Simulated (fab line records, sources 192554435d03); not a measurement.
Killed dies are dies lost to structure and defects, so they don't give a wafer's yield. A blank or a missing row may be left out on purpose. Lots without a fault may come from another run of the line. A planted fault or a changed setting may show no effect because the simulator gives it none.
Which tool did it? | flow n5_finfet | 11 lots, 33 wafers sampled, at 2 steps of a route of 1938

WHAT THE GAUGES READ, wafer by wafer
N5_BEOL_M10_INSPECT_30: inspects for defects (brightfield).
lot  | measured     | on                | raw_defect_count
L113 | day 11 02:46 | defect_inspect-02 | 377 308 472
L112 | day 11 02:58 | defect_inspect-01 | 411 332 256
L114 | day 11 08:08 | defect_inspect-02 | 506 321 516
L116 | day 12 04:14 | defect_inspect-02 | 454 310 259
L118 | day 13 05:37 | defect_inspect-01 | 429 596 376
L122 | day 15 08:41 | defect_inspect-01 | 300 456 335
L127 | day 15 23:16 | defect_inspect-02 | 326 362 266
L128 | day 16 07:10 | defect_inspect-01 | 450 505 522
L129 | day 16 13:43 | defect_inspect-01 | 325 440 428
L132 | day 16 17:34 | defect_inspect-02 | 378 570 398
L133 | day 17 04:03 | defect_inspect-02 | 463 426 411

WHICH TOOL RAN EACH LOT (tool, then ch and the chambers of the sampled wafers, then the start)
lot  | N5_BEOL_M10_STRIP_67
L113 | rie_diel-04 ch 0,2,3, day 11 02:08
L112 | rie_diel-06 ch 1,2, day 11 02:09
L114 | rie_diel-01 ch 0,2, day 11 07:26
L116 | rie_diel-06 ch 0,1,3, day 12 00:50
L118 | rie_diel-04 ch 0,1,3, day 13 04:11
L122 | rie_diel-06 ch 1,2, day 15 07:53
L127 | rie_diel-04 ch 0,3, day 15 22:10
L128 | rie_diel-01 ch 0,1,3, day 16 03:34
L129 | rie_diel-01 ch 1,3, day 16 12:53
L132 | rie_diel-06 ch 0,1, day 16 15:53
L133 | rie_diel-01 ch 0,3, day 17 01:34
- N5_BEOL_M10_STRIP_67: strips in CF4.

WHAT THE TOOLS THEMSELVES READ (means of the sampled wafers that have a number; where no wafer has one, the mark that the record gives instead)
N5_BEOL_M10_STRIP_67.
lot  | tool        | bias_power_w (W) | drypump_motor_current_A (A) | oes_product_au (a.u.) | rf_vpp_V (V) | showerhead_plenum_p_Torr (Torr) | throttle_valve_pct (%)
L113 | rie_diel-04 | 75.02            | 5.8                         | 0.82                  | 272.0        | 1.81                            | 13.34
L112 | rie_diel-06 | 75.08            | 5.6                         | 0.84                  | 271.7        | 1.80                            | 13.41
L114 | rie_diel-01 | 74.99            | 5.9                         | 0.82                  | 272.8        | 1.88                            | 13.22
L116 | rie_diel-06 | 75.18            | 5.2                         | 0.79                  | 271.2        | 1.78                            | 13.48
L118 | rie_diel-04 | 75.03            | 5.9                         | 0.81                  | 272.1        | 1.83                            | 13.45
L122 | rie_diel-06 | 74.75            | 5.6                         | 0.82                  | 271.6        | 1.80                            | 13.30
L127 | rie_diel-04 | 75.18            | 5.9                         | 0.83                  | 271.4        | 1.82                            | 13.23
L128 | rie_diel-01 | 74.92            | 5.5                         | 0.86                  | 272.7        | 1.85                            | 13.32
L129 | rie_diel-01 | 75.11            | 5.2                         | 0.84                  | 271.6        | 1.82                            | 13.40
L132 | rie_diel-06 | 74.81            | 5.4                         | 0.79                  | 271.0        | 1.80                            | 13.54
L133 | rie_diel-01 | 75.09            | 5.7                         | 0.80                  | 272.6        | 1.85                            | 13.27

THE ANSWER, worked out from the rows above alone
Rule: what is usual is taken from the lots themselves. Put in order of their means at a reading, lots are off if they are a third of the lots or fewer, leave a main group of 4 or more, and stand apart from it by a gap of 3 or more times the standard deviation of the main group's means; of several such gaps the widest counts. A main group whose means are all the same, to the digits that the tables above print for the reading, isn't used. A lot without any number at a reading at which 4 lots or more have one is off too. The other lots that the step has rows for count as sound. The gauges are gone through in route order, then the tools' own readings, and for those a lot's mean is taken as printed above. The first step at which some lot is off is used, and at that step the reading that is off furthest; a lot without a number counts as furthest.
No lot is off at any reading shown: from this, nothing can be told.

WHAT THE SIMULATOR HAD PUT IN
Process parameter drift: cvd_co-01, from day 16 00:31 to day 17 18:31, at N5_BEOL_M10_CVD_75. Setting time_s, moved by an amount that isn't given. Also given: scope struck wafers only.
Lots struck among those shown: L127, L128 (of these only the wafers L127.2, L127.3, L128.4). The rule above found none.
